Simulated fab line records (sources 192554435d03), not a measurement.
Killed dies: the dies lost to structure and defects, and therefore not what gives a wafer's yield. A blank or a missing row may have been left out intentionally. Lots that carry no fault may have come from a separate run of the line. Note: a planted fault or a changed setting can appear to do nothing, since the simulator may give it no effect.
fab line records	flow n5_finfet
[record] lots = 3	wafers = 8	last_day = 17
route steps=1938 shown BEOL_M4@1099 BEOL_M5@1112 BEOL_M8@1336 PASSIVATION@1936
lots with no fault: from the same line, run without faults
start_h: start of the lot's first displayed wafer, in hours after the record's first day	wait_h: hours from the lot's prior step to this one	" identical to the entry in the row above	L1.1+2: a single row standing in for several wafers	- no value, or no start was given	* or withheld: withheld	< > ~ a bound
route shown NAME@n: names a module that has steps shown in the file, with the first one's number in the route	usual: mean/standard deviation of fault-free wafers	same: alike in all rows	chamber/n: place in a boat	sites: the reading at each site	_std_site: the standard deviation of these	_edge_site: mean of outer sites minus mean of inner sites	radius_mm: for every site, how far away it sits from the centre of the wafer	mask NAME#n: copy n	behind: tool/chamber where the wafer was last shaped	hold: cause of the lot's hold/its duration in hours/its outcome	device: transistor that didn't switch, given as n, p or np	end of line: the same wafers' tests at the end of the route	where a step has no rows: the recipe by itself	killed: count of dies lost to structure and defects at first sort (not the wafer's yield)	map: a wafer's dies, x killed, . not, _ none there
set.NAME: the setting as run; set.NAME@STEP: as run at that earlier step	model.NAME: the simulator's own value behind a step, which no gauge read
certain route steps with their lots: each step a table, each wafer a row
services: a tool's chamber out of use, with start hour (start_h, from the record's first day; less than 0 if before it), hours out, and reason
[[steps]]
[step N5_BEOL_M4_ANNEAL_95]
[recipe] temp_c = 400	time_s = 240	ambient = vacuum
[step N5_BEOL_M4_SPUTTER_96]
[recipe] material = Cu	target_thk_a = 45	temp_c = -20	chamber_pressure_pa = 0.07	power_w = withheld	time_s = 8.29
[step N5_BEOL_M4_ECD_50]
[recipe] material = Cu	target_thk_a = 3000
[step N5_BEOL_M4_ANNEAL_51]
[recipe] temp_c = 225	time_s = 90	ambient = N2
[step N5_BEOL_M4_CMP_52]
[recipe] stop_on = SiOC	t_overpolish_s = 6.8	down_force_psi = 1	platen_rpm = 50	clearing_platen_down_force_psi = 1.5	clearing_platen_rpm = 50	post_cmp_clean = cu_alkaline	target_thk_nm = 40	clearing_platen_pad_velocity_m_s = 0.99484	pad_velocity_m_s = 0.99484
[step N5_BEOL_M4_PRE_CLEAN_60]
[recipe] gas = NH3/H2	time_s = 15	temp_c = *	rf_power_w = 300
[step N5_BEOL_M4_CO_CAP_55]
[recipe] material = Co	target_thk_a = 20	temp_c = 200	precursor = CCTBA/H2	pressure_torr = 30	time_s = 102.1
[step N5_BEOL_M4_PRE_CLEAN_56]
[recipe] gas = NH3	time_s = 15	temp_c = withheld	rf_power_w = 300
[step N5_BEOL_M4_DEP_57]
[recipe] material = SiCN	target_thk_a = 80	temp_c = withheld	precursor = 3MS/NH3	pressure_torr = 3	rf_w = 202	time_s = 14
[step N5_BEOL_M4_RC_MEAS_101]
[usual] DIBL_N = 36.9/2.1	DIBL_P = 37.1/2.5	IOFF_N = 0.17/0.039	IOFF_P = 0.23/0.043	ION_N = 673/15	ION_P = 462/9.1	SS_N = 71.8/0.69	SS_P = 73.6/0.74	VT_N = 250/3.6	VT_P = -249.7/2.9
lot.wafer	tool	chamber	start_h	wait_h	DIBL_N[mV/V]	DIBL_P[mV/V]	IOFF_N[nA/um]	IOFF_P[nA/um]	ION_N[uA/um]	ION_P[uA/um]	SS_N[mV/dec]	SS_P[mV/dec]	VT_N[mV]	VT_P[mV]
L157.3	prober-01	0	196.06	0.3	38.3	36.5	0.16	0.22	658	450	72.4	74.1	251	-251.2
L157.4	"	0	"	"	37.4	36.7	0.14	0.22	657	462	71.4	73.4	253	-248.2
L157.6	"	0	"	"	36.7	35.7	0.13	0.21	648	461	71.1	72.9	252	-249.5
L164.1	prober-02	0	242.29	0.0	34.7	36.9	0.15	0.22	672	462	71.4	73.3	252	-248.3
L164.3	"	0	"	"	36.3	38.0	0.17	0.25	668	461	72.2	73.6	253	-250.1
L175.1	prober-01	0	302.17	0.0	33.8	34.9	0.13	0.20	674	471	71.3	73.2	253	-249.9
L175.2	"	0	"	"	36.7	38.8	0.19	0.27	696	485	71.8	74.3	246	-246.4
L175.5	"	0	"	"	36.2	37.2	0.18	0.25	694	476	71.3	73.7	246	-244.1
[step N5_BEOL_M5_ILD_DEP_00]
[recipe] material = SiCOH_lowk	target_thk_a = 1406.4	temp_c = 300	precursor = DEMS/porogen	pressure_torr = 5	rf_w = 500	time_s = 25.9
[step N5_BEOL_M5_CURE_79]
[recipe] temp_c = 385	time_s = 240	ambient = He/Ar	material = SiCOH_lowk
[step N5_BEOL_M5_PECVD_70]
[recipe] material = SiO2	target_thk_a = 160	temp_c = 400	precursor = TEOS/O2	pressure_torr = 5.5	rf_w = 450	teos_flow_sccm = 53.8	gas = O2	flow_sccm = 3000	time_s = 18
[step N5_BEOL_M5_HM_DEP_02]
[recipe] material = TiN	target_thk_a = 200	temp_c = 25	chamber_pressure_pa = 0.49996
[step N5_BEOL_M5_COAT_59]
[recipe] resist = SOC	temp_c = 250	time_s = 60	spin_rpm = 1500	resist_thk_nm = 60
[step N5_BEOL_M5_COAT_60]
[recipe] resist = SiARC	temp_c = 220	time_s = 60	spin_rpm = 1500	resist_thk_nm = 12
[step N5_BEOL_M5_COAT_71]
[recipe] resist = underlayer	temp_c = 205	time_s = 60	spin_rpm = 1500	resist_thk_nm = 5
[step N5_BEOL_M5_COAT_05]
[recipe] resist = CAR-EUV	spin_rpm = 1500	resist_thk_nm = 30
[step N5_BEOL_M5_EBR_07]
[recipe] solvent = PGMEA	ebr_width_mm = 1.5
[step N5_BEOL_M5_SOFTBAKE_06]
[recipe] temp_c = 110	time_s = 60	resist = CAR-EUV
[step N5_BEOL_M5_EXPOSE_08]
[recipe] mask_id = M5	na = 0.33	source_shape = annular	sigma_inner = 0.4	sigma_outer = 0.8	polarization = unpolarized	target_cd_nm = 28	dose_mj = 35.75
[step N5_BEOL_M5_PEB_09]
[recipe] peb_temp_c = 100	peb_time_s = 60	resist = CAR-EUV
[step N5_BEOL_M5_DEVELOP_10]
[recipe] develop_time_s = 30	developer = TMAH	resist = CAR-EUV	rinse_liquid = surfactant_rinse	dry = air_spin	dev_temp_c = 23
[step N5_BEOL_M5_DESCUM_16]
[recipe] chemistry = O2	time_s = 7	source_power_w = 50	bias_power_w = 20	pressure_mtorr = 20	rf_frequency_hz = 2.712e+07	temp_c = 40	resist = CAR-EUV	o2_flow_sccm = 225
[step N5_BEOL_M5_ETCH_72]
[recipe] chemistry = N2/H2	target = underlayer	target_depth_a = 65	mask_material = CAR-EUV	time_s = 5.2	ion_energy_ev = 200	pressure_mtorr = 30	source_w = 840	bias_w = 150	n2_flow_sccm = 200	h2_flow_sccm = 200	ends = cleared
[step N5_BEOL_M5_ETCH_61]
[recipe] chemistry = CF4	target = SiARC	target_depth_a = 156	mask_material = CAR-EUV	time_s = 26	ion_energy_ev = 80	pressure_mtorr = 40	source_w = 545	bias_w = 36	Ar_flow_sccm = 100	cf4_flow_sccm = 100	ends = cleared
[step N5_BEOL_M5_ETCH_62]
[recipe] chemistry = N2/H2	target = SOC	target_depth_a = 750	overetch_a = 150	mask_material = SiARC	temp_c = 40	time_s = 112.5	ion_energy_ev = 200	pressure_mtorr = 30	source_w = 840	bias_w = 150	n2_flow_sccm = 200	h2_flow_sccm = 200
[step N5_BEOL_M5_STRIP_63]
[recipe] chemistry = N2/H2	temp_c = 40	n2_flow_sccm = 200	h2_flow_sccm = 200	rf_frequency_hz = 6e+07
[step N5_BEOL_M5_STRIP_73]
[recipe] chemistry = N2/H2	temp_c = 40	n2_flow_sccm = 200	h2_flow_sccm = 200	rf_frequency_hz = 6e+07
[step N5_BEOL_M5_STRIP_64]
[recipe] chemistry = CF4	resist = SiARC	power_w = 300	bias_power_w = 75	pressure_mtorr = 50	cf4_flow_sccm = 150	rf_frequency_hz = 6e+07
[step N5_BEOL_M5_HM_OPEN_17]
[recipe] chemistry = Cl2/BCl3	target_depth_a = 200	overetch_a = 60	target = TiN	mask_material = SOC	ion_energy_ev = 150	pressure_mtorr = 10	icp_w = 1000	bias_w = 126	Cl2_flow_sccm = 53.25	bcl3_flow_sccm = 21.75	Ar_flow_sccm = 25
[step N5_BEOL_M5_STRIP_19]
[recipe] chemistry = O2	power_w = 400	temp_c = 40	pressure_mtorr = 30	rf_frequency_hz = 6e+07	bias_power_w = 0	overash_fraction = 0.2	o2_flow_sccm = 225
[step N5_BEOL_M5_COAT_65]
[recipe] resist = SOC	temp_c = 250	time_s = 60	spin_rpm = 1500	resist_thk_nm = 60
[step N5_BEOL_M5_COAT_66]
[recipe] resist = SiARC	temp_c = 220	time_s = 60	spin_rpm = 1500	resist_thk_nm = 12
[step N5_BEOL_M8_HM_DEP_02]
[recipe] material = TiN	target_thk_a = 200	temp_c = 25	chamber_pressure_pa = 0.49996
[usual] throttle_valve_pct = 29.5/0.91
lot.wafer	tool	chamber	start_h	wait_h	throttle_valve_pct	model.TiN_of_BEOL_M8_HM_DEP_02.thk_nm
L157.3	pvd_sputter-01	-	224.92	0.1	29.6	19.8
L157.4	"	-	"	"	29.6	19.8
L157.6	"	-	"	"	29.8	19.6
L164.1	pvd_sputter-01	-	273.23	0.8	29.3	27.6
L164.3	"	-	"	"	29.1	20.2
L175.1	pvd_sputter-03	-	331.62	0.4	29.8	20.2
L175.2	"	-	"	"	30.4	20.6
L175.5	"	-	"	"	29.0	19.8
[step N5_BEOL_M8_HM_OPEN_17]
[recipe] chemistry = Cl2/BCl3	target_depth_a = 200	overetch_a = 60	target = TiN	mask_material = SOC	ion_energy_ev = 150	pressure_mtorr = 10	icp_w = 1000	bias_w = 126	Cl2_flow_sccm = 53.25	bcl3_flow_sccm = 21.75	Ar_flow_sccm = 25
[usual] drypump_motor_current_A = 5.84/0.21	oes_product_au = 0.67/0.035	throttle_valve_pct = 22.2/0.38
lot.wafer	tool	chamber	start_h	wait_h	drypump_motor_current_A	oes_product_au	rf_hours_counter_h	throttle_valve_pct	model.etch.depth_nm
L157.3	rie_metal-03	0	226.84	0.1	5.79	0.64	-	22.0	19.75
L157.4	"	1	"	"	5.83	0.67	-	22.3	19.8
L157.6	"	0	"	"	5.84	0.63	-	22.0	19.65
L164.1	rie_metal-01	0	274.27	0.0	5.95	0.74	45	21.6	24.53
L164.3	"	0	"	"	5.98	0.67	-	21.7	20.25
L175.1	rie_metal-01	0	332.49	0.0	5.97	0.65	50	21.8	20.14
L175.2	"	1	"	"	5.24	0.61	69	22.2	20.64
L175.5	"	0	"	"	5.97	0.64	-	21.8	19.84
[step N5_BEOL_M8_VIA_ETCH_34]
[recipe] chemistry = C4F6/O2	target = SiCOH_lowk	target_depth_a = 1255	mask_material = SOC	taper_deg = 4	time_s = 50.5	ion_energy_ev = 250	pressure_mtorr = 30	source_w = 345	bias_w = 185	Ar_flow_sccm = 300	C4F6_flow_sccm = 10	O2_flow_sccm = 10
[usual] C4F6_flow_sccm = 10.00/0.03	drypump_motor_current_A = 5.5/0.52	oes_product_au = 0.80/0.084	rf_vpp_V = 661/18	showerhead_plenum_p_Torr = 2.82/0.066	throttle_valve_pct = 20.95/0.2
lot.wafer	tool	chamber	start_h	wait_h	C4F6_flow_sccm	drypump_motor_current_A	oes_product_au	rf_hours_counter_h	rf_vpp_V	showerhead_plenum_p_Torr	throttle_valve_pct
L157.3	rie_diel-03	1	229.71	0.0	10.05	5.9	0.88	35	664	2.76	20.69
L157.4	"	0	"	"	9.95	6.3	0.93	18	682	2.83	21.14
L157.6	"	3	"	"	9.96	5.5	0.95	-	679	2.88	20.65
L164.1	rie_diel-05	2	276.93	0.0	9.99	4.8	0.40	196	632	2.72	20.95
L164.3	"	1	"	"	10.01	5.1	0.80	71	687	2.86	20.71
L175.1	rie_diel-05	1	336.16	0.0	10.00	5.1	0.79	92	686	2.86	20.76
L175.2	"	0	"	"	10.03	5.9	0.81	100	656	2.77	21.10
L175.5	"	1	"	"	9.96	5.0	0.78	-	685	2.86	20.76
[step N5_BEOL_M8_TRENCH_ETCH_37]
[recipe] chemistry = C4F6/O2	target_depth_a = 934.78	target = SiCOH_lowk	time_s = 31.2	ion_energy_ev = 250	pressure_mtorr = 30	source_w = 345	bias_w = 185	Ar_flow_sccm = 300	C4F6_flow_sccm = 10	O2_flow_sccm = 10
[usual] C4F6_flow_sccm = 9.999/0.029	drypump_motor_current_A = 5.5/0.52	oes_product_au = 0.80/0.085	rf_vpp_V = 661/18	showerhead_plenum_p_Torr = 2.82/0.066	throttle_valve_pct = 20.98/0.2
lot.wafer	tool	chamber	start_h	wait_h	C4F6_flow_sccm	drypump_motor_current_A	oes_product_au	rf_hours_counter_h	rf_vpp_V	showerhead_plenum_p_Torr	throttle_valve_pct	model.TiN_of_BEOL_M8_HM_DEP_02.thk_nm
L157.3	rie_diel-03	1	-	-	9.950	5.9	0.90	35	664	2.76	20.72	17
L157.4	"	0	"	"	10.038	6.2	0.94	19	682	2.83	21.16	17
L157.6	"	3	"	"	9.993	5.5	0.95	-	680	2.88	20.71	17
L164.1	rie_diel-05	2	-	-	9.985	4.8	0.72	196	633	2.71	21.08	25
L164.3	"	1	"	"	10.027	5.0	0.80	71	687	2.86	20.76	17.6
L175.1	rie_diel-05	1	-	-	9.976	5.1	0.79	92	685	2.86	20.78	17.4
L175.2	"	0	"	"	10.012	5.9	0.80	100	656	2.77	21.14	18
L175.5	"	1	"	"	10.004	5.1	0.78	-	686	2.86	20.77	17.2
[step N5_BEOL_M8_OCD_MEAS_38]
[usual] trench_depth_nm = 92.6/2.3
lot.wafer	tool	chamber	start_h	wait_h	trench_depth_nm
L157.3	ocd-01	-	229.96	-	96.6
L157.4	"	-	"	"	94.3
L157.6	"	-	"	"	92.0
L164.1	ocd-02	-	277.18	-	27.7
L164.3	"	-	"	"	92.4
L175.1	ocd-02	-	336.41	-	91.9
L175.2	"	-	"	"	93.1
L175.5	"	-	"	"	91.6
[step N5_BEOL_M8_THK_MEAS_53]
[recipe] thk_meas_gauge = xrf	reads = Cu_of_BEOL_M8_ECD_50
[usual] M8_THK = 80.8/2.8
lot.wafer	tool	chamber	start_h	wait_h	M8_THK[nm]
L157.3	film_metro-02	-	234.11	-	81.8
L157.4	"	-	"	"	84.3
L157.6	"	-	"	"	77.7
L164.1	film_metro-02	-	279.53	-	-
L164.3	"	-	"	"	80.6
L175.1	film_metro-01	-	339.51	-	77.8
L175.2	"	-	"	"	82.4
L175.5	"	-	"	"	77.2
[step N5_BEOL_M8_RS_MEAS_57]
[recipe] thk_meas_gauge = four-point-probe	reads = Cu_of_BEOL_M8_ECD_50+Co_of_BEOL_M8_CVD_78+TaN_of_BEOL_M8_ALD_77
[usual] M8_RS = 0.289/0.012
lot.wafer	tool	chamber	start_h	wait_h	M8_RS[ohm/sq]
L157.3	film_metro-01	-	234.24	0.1	0.283
L157.4	"	-	"	"	0.273
L157.6	"	-	"	"	0.301
L164.1	film_metro-02	-	279.66	0.1	-
L164.3	"	-	"	"	0.288
L175.1	film_metro-01	-	339.64	0.1	0.302
L175.2	"	-	"	"	0.281
L175.5	"	-	"	"	0.305
[step N5_PASSIVATION_PROBE_49]
[usual] defect_limited_yield = 91.3/1.4	killed_at_M0_to_M3 = 32/9.5	killed_at_M4_up = 14/5.2	killed_at_contacts = 13/5.7	killed_at_front_end = 41/12	killed_at_other = 3.5/2.6	killed_dies = 103/17	killed_on_rim = 14/4	killed_open = 68/14	killed_short = 32/7	sort_bin_5_function = 5.0/0.91	sort_bin_6_memory = 3.3/0.7	sort_bin_8_speed = 0.03/0.22	sort_n_pass = 1076/17	sort_yield_pct = 91.2/1.4
[same] gross_dies = 1180	killed_at_back_side = 0	sort_bin_4_leakage[%] = 0
lot.wafer	tool	chamber	start_h	wait_h	defect_limited_yield[%]	killed_at_M0_to_M3	killed_at_M4_up	killed_at_contacts	killed_at_front_end	killed_at_other	killed_dies	killed_on_rim	killed_open	killed_short	sort_bin_5_function[%]	sort_bin_6_memory[%]	sort_bin_8_speed[%]	sort_n_pass	sort_yield_pct[%]
L164.1	prober-01	-	341.68	0.0	30.8	27	728	11	49	2	817	112	65	36	65.9	2.9	0	363	30.8
// killed by level:class
L164.1 BEOL_M8:area_open=714 FIN_SAQP:geometric_particle:open=14 MOL_CONTACT_COAG:geometric_particle:open=10 BEOL_M0:geometric_particle:open=10 GATE_CUT:geometric_particle:short=9 BEOL_M1:geometric_particle:open=8 FIN_SAQP:geometric_particle:short=8 BEOL_M4:geometric_particle:open=7
// map L164.1 (x killed, . not)
_________________.xx..x.xxxxx________________
______________..xxxx..xx.xxxxxxx_____________
___________...xx..x.xxxxxxxxx.xxxxx__________
__________.xxxxxx.x..xxx..xxxxx...xx_________
________xx..xx.x.x..xxx.x.x.xxxx.xxxxx_______
_______.xx..xxxx.x.xx.x.xxxx.xxxxxxx..x______
______.xx.xxx.x....x...x.xxxxx.x.xx....._____
_____xxx.x.xxx..x....xxxxxxx..xxxxxx..x..____
____..xx..x..xxxxx.x.xxxxxx.x...xxx.x.xxxx___
___.xxx.x.x..x.xx.x.xxxxxxxxxx.xxxxxxxx....__
___xxxxxxxx..xx.x..xxxxxxxxxxxxx.x.x.xxxx..__
__.xxxxxx.x.x.xxx..xxxxxxxxxxxx.x.....xx...x_
__.xx..x....xxx.xxxxxxxxxxxxxxxxx.x...x....x_
_...x.xx..xxx..xx.xxxxxxx.xxxxx.x.x...x....xx
_..xxxxx..xx.x.....x.x.xxxxxxxxx..x.xxx....xx
_xx..xx....xx.x..xxxx.xxxxxxxxxxx...x..x....x
_.x.xx.x....x.xx.x..xxxx.x.xx..xxxx..xx.x...x
_xxx....xxx..x.xx.xxxxx.xxx..xx...xxx.x..xxxx
_xx..x.......x.x..x....xxxx..x...x.x..xx.x..x
_.xxx.x..xx..x...xxxxxxxx.xxx.xxxxxxxxxxxx.x.
_...x.x.x...xxx.x...xxx...x.xxx.xxxx.x.xx.xxx
__xxx.x.xx...xx..x...xxx.xxxxx.xxxxxxxxx.xxx_
__xxxxxx.x.xxx.x.xxxxxxxx.x.x.xx.xxxxxxxx.xx_
___xxxxx..x...x.xxx..xxxxxx.xxxxxx.xxx.xxx.__
___xxxxxxx.xxxxx.xx.xx.xxxxxxxxx.xx.xxxx.xx__
____xxxxxxxxx.xxx..xx..xx.xxxxxxxxxxxxx.xx___
_____xxxxxx.xxxxxxxxxxxxxxxxxxxxxxxx.xxxx____
______xxxxxxxxxxxxxxxxxxxxxxxxxxxxxxx.xx_____
_______xx.xxx..xxx.x.xxxxxxxxxxxxxxx...______
________xxxxxxxxxxxxxxxxxxxxxxxxxxxx.x_______
__________xxxxxxxxxxxxxxxxxxxxxxxxxx_________
___________xxxxxxxxxxxxxxxxxxxxxxxx__________
______________xxxxxxx.xxx.xxxxxx_____________
_________________xxxxxxx.xxxx________________
// map L157.4 (x killed, . not)
_________________.x..........________________
______________.......xx........._____________
___________.......x..xx...x.x......__________
__________......x.xx.....x.........._________
________.x.....xxx............xx.x...._______
_______x...............................______
______.....................x......x....._____
_____..x..........xx.x....x..x.....x....x____
____......................x......xx.......___
___..x.....................x...............__
___..............xx.x...x........x.........__
__...............x.x...x.xx.x.x......x......_
__........x........x...................x...._
_........x...x...x.........x.................
_....x...x........x.....x.x.x..............x.
_..x.x..x............................x...x...
_........x..x......x...........x.x...........
_..........x.x.x.........x.xx.......x........
_.............x.......................x....x.
_..........x.x..x...xx.x.............x...x...
_......x...........x...............x..x......
__.x.x..............................xx.....x_
__........................xx..........x....._
___..................xx...........x..x.....__
___........x...........x......x.....x......__
____.............x.x......x...............___
_____...x..x......xx...........x...x..x..____
______.x..........x..x.x................_____
_______...x.x...x......x......x.....x..______
________...........x...............x.._______
__________.........x..x.x......x...._________
___________........x.........x.x..x__________
______________......xx..x......._____________
_________________.x....xx...x________________
[[services]]
tool	chamber	start_h	hours	kind
rie_diel-03	3	205.74	-	clean
rie_diel-03	3	205.74	-	consumable_replace:focus_ring
rie_diel-03	3	205.74	18.8	scheduled_down
rie_diel-03	3	205.74	18.8	vent_cycle
rie_diel-03	0	218.61	7.7	repair
rie_metal-01	-	225.67	1.5	repair
rie_diel-05	-	229.22	0.1	repair
rie_metal-01	-	281.69	1.1	repair
rie_diel-05	3	321.96	-	clean
rie_diel-05	3	321.96	-	consumable_replace:focus_ring
rie_diel-05	3	321.96	15.7	scheduled_down
rie_diel-05	3	321.96	15.7	vent_cycle
rie_metal-03	0	323.04	36.5	repair
pvd_sputter-03	-	332.51	3.0	repair
[[key]]
[first_sign] step = N5_BEOL_M8_VIA_ETCH_34	reading = oes_product_au	direction = down	sigmas = 4.8	usual = 0.80	struck = 0.40
[effect] step = N5_BEOL_M8_OCD_MEAS_38	reading = trench_depth_nm	direction = down	sigmas = 29	usual = 92.6	struck = 27.7
[effect] step = N5_BEOL_M8_THK_MEAS_53	reading = M8_THK	direction = missing
[effect] step = N5_BEOL_M8_RS_MEAS_57	reading = M8_RS	direction = missing
[effect] step = N5_PASSIVATION_PROBE_49	reading = killed_at_M4_up	direction = up	sigmas = 99+	usual = 14	struck = 728
[model_effect] step = N5_BEOL_M8_HM_DEP_02	value = TiN_of_BEOL_M8_HM_DEP_02.thk_nm	without = 19.8	struck = 27.6
[model_effect] step = N5_BEOL_M8_HM_OPEN_17	value = etch.depth_nm	without = 19.84	struck = 24.53
[model_effect] step = N5_BEOL_M8_TRENCH_ETCH_37	value = TiN_of_BEOL_M8_HM_DEP_02.thk_nm	without = 17.2	struck = 25
[more_kills_born_at] N5_BEOL_M8_HM_OPEN_17@rie_metal-01 = 714
met_at N5_BEOL_M8_HM_DEP_02
struck_wafers L164.1
later_rows_left_out L164.1
onset_between 224.92 273.23
[fault] kind = process_parameter_drift	tool = pvd_sputter-01	chamber = -	onset_h = 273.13	steps = N5_BEOL_M8_HM_DEP_02	channel = target_thk_a	offset = *	shape = step	end_h = 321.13	scope = struck_wafers_only	acts_in = *	stated = *
// later_rows_left_out: the simulator's readings of these wafers behind a module that went badly wrong aren't trusted and aren't shown, but for the sort
